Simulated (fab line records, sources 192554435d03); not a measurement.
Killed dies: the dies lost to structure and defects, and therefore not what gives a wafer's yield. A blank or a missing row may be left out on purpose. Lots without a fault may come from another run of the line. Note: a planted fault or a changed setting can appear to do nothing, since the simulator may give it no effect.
Struck lot and sound lot, side by side + flow n5 finfet + 20 out of 1938 route steps
Sound: wafers L985.1, L985.2, L985.5. Struck: wafer L991.4. (L991.2, L991.6 of the same lot were not struck and are left out.) The cause comes at the end.
At each step with rows: each side's tool, then ch and its chambers, then its first start. Under that, the readings that differ: sound wafers + struck wafers + difference of the means + sigmas: that difference in standard deviations of wafers without a fault.
alike: same words and numbers on both sides, and readings whose means sit less than 2 such deviations apart. not compared: any withheld reading, any reading some wafer has no value for, any bound like >300 that may hide the same value, and any number with overlapping values for which the record gives no deviation.
A row with sigmas, a row that says differs or no value, or rows on one side alone: a step with any of these is where the two part. Non-overlapping numbers with no deviation appear without sigmas and do not part them. A reading that every wafer of one side lacks parts them only if that side has two wafers or more.

N5_BEOL_M13_ETCH_67: etches SiARC in CF4, target depth 143 nm, time 238.3 s.
  sound on rie diel-02 ch 0,1,2, day 10 22:18; struck on rie diel-03 ch 2, day 13 04:40
| reading                         | sound          | struck | difference | sigmas |
|---------------------------------|----------------|--------|------------|--------|
| oes product au (a.u.)           | 0.75 0.68 0.59 | 0.82   | +0.15      | +2     |
| showerhead plenum p Torr (Torr) | 2.08 2.07 2.13 | 2.20   | +0.11      | +2     |
  alike: cf4 flow sccm, drypump motor current A, etch rf on time s, rf vpp V, throttle valve pct
  not compared: rf hours counter h
then, 2 steps without rows for these wafers: N5_BEOL_M13_ETCH_68 (etches SOC in N2/H2, time 355 s); N5_BEOL_M13_STRIP_69 (strips in N2/H2).
N5_BEOL_M13_TRENCH_ETCH_34: etches SiOC in C4F8/O2/Ar, target depth 413.47 nm, time 162.6 s.
  sound on rie diel-02 ch 0,1,2, day 10 22:40; struck on rie diel-03 ch 2, day 13 05:02
| reading                         | sound          | struck | difference | sigmas |
|---------------------------------|----------------|--------|------------|--------|
| oes product au (a.u.)           | 0.87 0.78 0.70 | 0.96   | +0.18      | +3     |
| showerhead plenum p Torr (Torr) | 3.35 3.31 3.40 | 3.49   | +0.14      | +2     |
  alike: drypump motor current A, rf vpp V, throttle valve pct
  not compared: rf hours counter h
then, 1 step without rows for these wafers: N5_BEOL_M13_STRIP_70 (strips in C4F8/O2/Ar).
N5_BEOL_M13_OCD_MEAS_35:
  sound on ocd-02, day 10 22:50; struck on ocd-02, day 13 05:13
  alike: trench depth nm
N5_BEOL_M13_STRIP_37: strips in N2/H2.
  sound on plasma asher-01 ch 0,1, day 10 22:53; struck on plasma asher-01 ch 0, day 13 05:15
  alike: drypump motor current A, h2 flow sccm, heater power w, oes product au
  not compared: rf hours counter h
N5_BEOL_M13_ETCH_38: etches SiCN in CF4/N2, target depth 67.5 nm, time 71.9 s.
  sound on rie diel-05 ch 0,1,2, day 11 04:23; struck on rie diel-03 ch 1, day 13 05:25
| reading                     | sound       | struck | difference | sigmas |
|-----------------------------|-------------|--------|------------|--------|
| drypump motor current A (A) | 5.9 5.6 5.8 | 4.8    | -1.0       | -2     |
  alike: cf4 flow sccm, oes product au, rf vpp V, showerhead plenum p Torr, throttle valve pct
  not compared: rf hours counter h
then, 4 steps without rows for these wafers: N5_BEOL_M13_PRECLEAN_39 (cleans in residue remover, time 60 s); N5_BEOL_M13_SRD_40 (time 30 s, dry time 30 s); N5_BEOL_M13_DEGAS_41 (time 60 s); N5_BEOL_M13_PRE_CLEAN_42 (time 30 s).
N5_BEOL_M13_SPUTTER_43: material TaN, target thk 15 nm, time 24.19 s.
  sound on pvd sputter-01, day 11 05:22; struck on pvd sputter-01, day 13 06:05
| reading                                      | sound                | struck | difference | sigmas |
|----------------------------------------------|----------------------|--------|------------|--------|
| chamber pressure pa (Pa)                     | 0.12 0.12018 0.12009 | 0.1196 | -0.0005    | -2     |
| model.TaN_of_BEOL_M13_SPUTTER_43.thk nm (nm) | 15.2 15.4 15.2       | 10.8   | -4.5       |        |
  alike: bias v, throttle valve pct
N5_BEOL_M13_SPUTTER_44: material Ta, target thk 10 nm, time 16.13 s.
  sound on pvd sputter-01, day 11 05:26; struck on pvd sputter-01, day 13 06:10
  alike: bias v, chamber pressure pa, throttle valve pct
then, 3 steps without rows for these wafers: N5_BEOL_M13_SPUTTER_45 (material Cu, target thk 80 nm, time 13.33 s); N5_BEOL_M13_ECD_47 (material Cu, target thk 936 nm); N5_BEOL_M13_ANNEAL_48 (time 90 s).
N5_BEOL_M13_CMP_49: polishes, stops on SiOC, t overpolish 17.1 s, target thk 420 nm.
  sound on cmp-02 ch 0,1, day 11 06:06; struck on cmp-03 ch 2, day 13 07:07
| reading                      | sound          | struck | difference | sigmas |
|------------------------------|----------------|--------|------------|--------|
| barrier field endpoint s (s) | 29.2 32.0 29.8 | 25.2   | -5.1       | -5     |
  alike: motor current A
N5_BEOL_M13_THK_MEAS_50: measures by xrf.
  sound on film metro-01, day 11 06:23; struck on film metro-02, day 13 07:23
  alike: M13_THK
N5_PASSIVATION_PROBE_49:
  record: rows for the struck wafers here (prober-02, day 14 13:44), none for the sound ones

== WHERE THEY PART ==
At N5_BEOL_M13_ETCH_67 first; at N5_PASSIVATION_PROBE_49 last (within this record only).

WHY: the cause the simulator had injected
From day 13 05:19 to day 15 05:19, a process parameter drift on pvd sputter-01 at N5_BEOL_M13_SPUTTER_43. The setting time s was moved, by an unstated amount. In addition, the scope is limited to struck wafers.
